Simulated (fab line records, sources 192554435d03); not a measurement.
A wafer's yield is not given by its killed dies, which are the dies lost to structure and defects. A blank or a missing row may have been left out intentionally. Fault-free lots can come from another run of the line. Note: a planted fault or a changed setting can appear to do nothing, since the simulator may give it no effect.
The tool behind it: which one? + flow n5-finfet + 11 lots with 32 wafers sampled at 5 steps, on a route of 1938 steps

WHAT THE GAUGES READ, wafer by wafer
No reading from a measuring or inspecting step in the record can be judged against a usual standard deviation.

WHAT TOOL EACH LOT RAN ON (gives the tool, then ch and the chambers of the sampled wafers, and finally the start)
| lot  | N5_BEOL_M11_STRIP_77               | N5_PASSIVATION_PECVD_01         | N5_PASSIVATION_AL_ETCH_33         | N5_PASSIVATION_ETCH_59            | N5_PASSIVATION_PROBE_49 |
|------|------------------------------------|---------------------------------|-----------------------------------|-----------------------------------|-------------------------|
| L537 | rie-diel-03 ch 2,3, day 11 06:44   | pecvd-01 ch 1,2, day 12 17:55   | rie-metal-02 ch 0,1, day 12 21:58 | rie-metal-02 ch 0,1, day 12 22:23 | -                       |
| L538 | rie-diel-02 ch 0,1,2, day 11 14:58 | pecvd-03 ch 0,1, day 13 08:25   | rie-metal-02 ch 0,1, day 13 12:15 | rie-metal-02 ch 0,1, day 13 12:39 | -                       |
| L541 | rie-diel-02 ch 0,1,3, day 12 09:01 | pecvd-02 ch 1,2, day 13 20:54   | rie-metal-02 ch 0,1, day 13 23:01 | rie-metal-02 ch 0,1, day 13 23:25 | -                       |
| L542 | rie-diel-02 ch 0,3, day 12 18:51   | pecvd-01 ch 1,2, day 14 09:35   | rie-metal-02 ch 0, day 14 14:45   | rie-metal-02 ch 0, day 14 15:09   | -                       |
| L545 | rie-diel-04 ch 1,2,3, day 13 12:04 | pecvd-03 ch 0,1,2, day 15 03:34 | rie-metal-03 ch 0,1, day 15 06:44 | rie-metal-03 ch 0,1, day 15 07:02 | -                       |
| L547 | rie-diel-02 ch 1,3, day 14 03:01   | pecvd-03 ch 0,1, day 15 21:25   | rie-metal-03 ch 0, day 15 23:49   | rie-metal-03 ch 0, day 16 00:13   | -                       |
| L551 | rie-diel-02 ch 0,2,3, day 14 12:49 | pecvd-01 ch 0,1,2, day 15 22:46 | rie-metal-01 ch 0,1, day 16 03:38 | rie-metal-01 ch 0,1, day 16 03:56 | -                       |
| L550 | rie-diel-02 ch 0,1,2, day 14 13:16 | pecvd-02 ch 1,2, day 16 10:08   | rie-metal-02 ch 0,1, day 16 14:29 | rie-metal-02 ch 0,1, day 16 14:53 | prober-01, day 16 19:25 |
| L549 | rie-diel-02 ch 1,2,3, day 14 14:54 | pecvd-01 ch 0,1,2, day 16 05:34 | rie-metal-01 ch 0,1, day 16 09:08 | rie-metal-01 ch 0,1, day 16 09:32 | prober-02, day 16 14:02 |
| L553 | rie-diel-04 ch 0,1,3, day 14 19:31 | pecvd-03 ch 0,1,2, day 16 10:17 | rie-metal-01 ch 0,1, day 16 15:34 | rie-metal-01 ch 0,1, day 16 15:58 | -                       |
| L554 | rie-diel-02 ch 2,3, day 15 01:58   | pecvd-03 ch 0,1,2, day 16 16:16 | rie-metal-02 ch 0,1, day 16 19:56 | rie-metal-02 ch 0,1, day 16 20:20 | prober-01, day 17 00:46 |
- N5_BEOL_M11_STRIP_77: strips in N2/H2, time 10 s.
- N5_PASSIVATION_PECVD_01: deposits SiNx from SiH4/NH3/N2, target thk 200 nm, time 43.2 s.
- N5_PASSIVATION_AL_ETCH_33: etches Al in Cl2/BCl3, stops on TaN, target depth 2800 nm, time 466.7 s.
- N5_PASSIVATION_ETCH_59: etches TaN in Cl2/BCl3, target depth 65 nm, time 34.9 s.
- N5_PASSIVATION_PROBE_49

AS READ BY THE TOOLS THEMSELVES (means over the sampled wafers that have a number; for cases with no such wafer, the mark the record gives instead)
N5_BEOL_M11_STRIP_77. Usual: bias-power-w 6.999 W, standard deviation 0.023; drypump-motor-current-A 5.7 A, standard deviation 0.43; oes-product-au 0.80 a.u., standard deviation 0.082; rf-vpp-V 59.0 V, standard deviation 0.84; showerhead-plenum-p-Torr 2.50 Torr, standard deviation 0.092; throttle-valve-pct 23.63 %, standard deviation 0.2.
| lot  | tool        | bias-power-w (W) | drypump-motor-current-A (A) | oes-product-au (a.u.) | rf-vpp-V (V) | showerhead-plenum-p-Torr (Torr) | throttle-valve-pct (%) | flag |
|------|-------------|------------------|-----------------------------|-----------------------|--------------|---------------------------------|------------------------|------|
| L537 | rie-diel-03 | 7.012            | 6.1                         | 0.80                  | 59.4         | 2.63                            | 23.48                  |      |
| L538 | rie-diel-02 | 6.987            | 5.3                         | 0.77                  | 58.6         | 2.45                            | 23.65                  |      |
| L541 | rie-diel-02 | 6.986            | 5.2                         | 0.78                  | 59.0         | 2.44                            | 23.62                  |      |
| L542 | rie-diel-02 | 7.008            | 5.3                         | 0.72                  | 58.6         | 2.46                            | 23.65                  |      |
| L545 | rie-diel-04 | 6.983            | 5.9                         | 0.85                  | 59.9         | 2.54                            | 23.51                  |      |
| L547 | rie-diel-02 | 7.011            | 5.3                         | 0.77                  | 59.5         | 2.49                            | 23.53                  |      |
| L551 | rie-diel-02 | 6.987            | 5.4                         | 0.80                  | 58.1         | 2.45                            | 23.65                  |      |
| L550 | rie-diel-02 | 7.014            | 5.3                         | 0.85                  | 58.5         | 2.44                            | 23.64                  |      |
| L549 | rie-diel-02 | 6.993            | 5.5                         | 0.82                  | 60.5         | 2.49                            | 23.55                  |      |
| L553 | rie-diel-04 | 7.006            | 6.2                         | 0.79                  | 59.4         | 2.45                            | 23.61                  |      |
| L554 | rie-diel-02 | 7.000            | 5.7                         | 0.86                  | 59.4         | 2.50                            | 23.55                  |      |

N5_PASSIVATION_PECVD_01. Usual: heater-power-w 385 W, standard deviation 86; showerhead-plenum-p-Torr 8.66 Torr, standard deviation 0.082; showerhead-vpp-V 2277 V, standard deviation 130; throttle-valve-pct 29.0 %, standard deviation 1.5.
| lot  | tool     | heater-power-w (W) | showerhead-plenum-p-Torr (Torr) | showerhead-vpp-V (V) | throttle-valve-pct (%) | flag |
|------|----------|--------------------|---------------------------------|----------------------|------------------------|------|
| L537 | pecvd-01 | 418                | 8.56                            | 2139                 | 28.9                   |      |
| L538 | pecvd-03 | 367                | 8.77                            | 2359                 | 29.8                   |      |
| L541 | pecvd-02 | 307                | 8.69                            | 2263                 | 27.5                   |      |
| L542 | pecvd-01 | 378                | 8.54                            | 2241                 | 30.3                   |      |
| L545 | pecvd-03 | 397                | 8.73                            | 2317                 | 29.2                   |      |
| L547 | pecvd-03 | 368                | 8.75                            | 2340                 | 29.9                   |      |
| L551 | pecvd-01 | 393                | 8.59                            | 2223                 | 29.2                   |      |
| L550 | pecvd-02 | 352                | 8.69                            | 2270                 | 27.4                   |      |
| L549 | pecvd-01 | 351                | 8.59                            | 2236                 | 29.2                   |      |
| L553 | pecvd-03 | 369                | 8.71                            | 2327                 | 29.4                   |      |
| L554 | pecvd-03 | 392                | 8.72                            | 2308                 | 29.2                   |      |

N5_PASSIVATION_AL_ETCH_33. Usual: bcl3-flow-sccm 60.01 sccm, standard deviation 0.18; drypump-motor-current-A 5.9 A, standard deviation 0.56; oes-product-au 0.71 a.u., standard deviation 0.063; throttle-valve-pct 34.2 %, standard deviation 0.47.
| lot  | tool         | bcl3-flow-sccm (sccm) | drypump-motor-current-A (A) | oes-product-au (a.u.) | throttle-valve-pct (%) | flag |
|------|--------------|-----------------------|-----------------------------|-----------------------|------------------------|------|
| L537 | rie-metal-02 | 60.00                 | 5.7                         | 0.65                  | 34.4                   |      |
| L538 | rie-metal-02 | 60.06                 | 5.8                         | 0.65                  | 34.3                   |      |
| L541 | rie-metal-02 | 60.11                 | 5.7                         | 0.64                  | 34.4                   |      |
| L542 | rie-metal-02 | 60.06                 | 5.6                         | 0.62                  | 34.1                   |      |
| L545 | rie-metal-03 | 59.97                 | 6.4                         | 0.73                  | 34.3                   |      |
| L547 | rie-metal-03 | 59.98                 | 6.3                         | 0.76                  | 34.3                   |      |
| L551 | rie-metal-01 | 59.89                 | 5.8                         | 0.79                  | 33.7                   |      |
| L550 | rie-metal-02 | 59.92                 | 5.9                         | 0.65                  | 34.6                   |      |
| L549 | rie-metal-01 | 60.12                 | 5.2                         | 0.78                  | 34.0                   |      |
| L553 | rie-metal-01 | 59.97                 | 5.8                         | 0.78                  | 33.7                   |      |
| L554 | rie-metal-02 | 59.89                 | 5.9                         | 0.64                  | 34.6                   |      |

N5_PASSIVATION_ETCH_59. Usual: bcl3-flow-sccm 29.99 sccm, standard deviation 0.099; drypump-motor-current-A 5.9 A, standard deviation 0.56; oes-product-au 0.79 a.u., standard deviation 0.074; throttle-valve-pct 21.1 %, standard deviation 0.37.
| lot  | tool         | bcl3-flow-sccm (sccm) | drypump-motor-current-A (A) | oes-product-au (a.u.) | throttle-valve-pct (%) | flag |
|------|--------------|-----------------------|-----------------------------|-----------------------|------------------------|------|
| L537 | rie-metal-02 | 29.94                 | 5.7                         | 0.72                  | 21.2                   |      |
| L538 | rie-metal-02 | 29.98                 | 5.7                         | 0.72                  | 21.2                   |      |
| L541 | rie-metal-02 | 29.94                 | 5.7                         | 0.72                  | 21.2                   |      |
| L542 | rie-metal-02 | 30.07                 | 5.6                         | 0.69                  | 21.0                   |      |
| L545 | rie-metal-03 | 30.07                 | 6.3                         | 0.81                  | 21.1                   |      |
| L547 | rie-metal-03 | 29.95                 | 6.3                         | 0.83                  | 21.0                   |      |
| L551 | rie-metal-01 | 29.98                 | 5.7                         | 0.89                  | 20.6                   |      |
| L550 | rie-metal-02 | 30.10                 | 5.9                         | 0.72                  | 21.4                   |      |
| L549 | rie-metal-01 | 29.98                 | 5.2                         | 0.86                  | 20.9                   |      |
| L553 | rie-metal-01 | 29.96                 | 5.7                         | 0.88                  | 20.6                   |      |
| L554 | rie-metal-02 | 30.06                 | 5.9                         | 0.72                  | 21.4                   |      |

N5_PASSIVATION_PROBE_49. Usual: defect-limited-yield 91.3 %, standard deviation 1.5; killed_at_M0_to_M3 31, standard deviation 11; killed_at_M4_up 14, standard deviation 5.1; killed-at-contacts 12, standard deviation 5.6; killed-at-front-end 42, standard deviation 12; killed-at-other 3.8, standard deviation 2.9; killed-dies 103, standard deviation 18; killed-open 67, standard deviation 14; killed-short 33, standard deviation 8; sort_bin_5_function 5.1 %, standard deviation 1; sort_bin_6_memory 3.2 %, standard deviation 0.75; sort-n-pass 1077, standard deviation 18; sort-yield-pct 91.3 %, standard deviation 1.5.
| lot  | tool      | defect-limited-yield (%) | killed_at_M0_to_M3 | killed_at_M4_up | killed-at-contacts | killed-at-front-end | killed-at-other | killed-dies | killed-open | killed-short | sort_bin_5_function (%) | sort_bin_6_memory (%) | sort-n-pass | sort-yield-pct (%) | flag |
|------|-----------|--------------------------|--------------------|-----------------|--------------------|---------------------|-----------------|-------------|-------------|--------------|-------------------------|-----------------------|-------------|--------------------|------|
| L550 | prober-01 | 90.5                     | 31                 | 11              | 21                 | 45                  | 3.3             | 112         | 82          | 29           | 5.5                     | 3.7                   | 1068        | 90.5               |      |
| L549 | prober-02 | 81.2                     | 24                 | 119             | 10                 | 63                  | 6.3             | 222         | 76          | 34           | 11.4                    | 4.1                   | 958         | 81.2               | OFF  |
| L554 | prober-01 | 82.3                     | 29                 | 141             | 9                  | 26                  | 3.3             | 209         | 49          | 28           | 10.4                    | 3.7                   | 971         | 82.3               | OFF  |

THE ANSWER, worked out from the rows above alone
Rule: a lot counts as off when the mean over its wafers that have a number is more than 3 standard deviations away from the usual mean. Also off: a lot with no number at a reading for which 4 or more lots have one. Where the step has rows for the other lots, those lots are counted as sound. After the gauges, taken in route order, come the tools' own readings; for these a lot's mean is taken, as printed above. At the first step where some lot is off, the reading lying furthest off is the one used; lots without a number count as furthest.
Off at N5_PASSIVATION_PROBE_49 (killed_at_M4_up): L549, L554. Neither off nor sound, because the step has no rows for them: L537, L538, L541, L542, L545, L547, L551, L553.
If a tool, at that step or one of the process steps before it, ran each lot that is off and ran no sound lot following the first of them, it fits. One fits: N5_BEOL_M11_STRIP_77 on rie-diel-02. A fault onset in the window from L550 (day 14 13:16, its last sound lot) to L549 (day 14 14:54, its first lot off) fits.

WHAT HAD BEEN PUT IN BY THE SIMULATOR
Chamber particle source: rie-diel-02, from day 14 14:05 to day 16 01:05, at N5_BEOL_M11_STRIP_77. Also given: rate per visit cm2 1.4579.
Struck lots among those shown: L549, L554. The rule above reached the same finding.
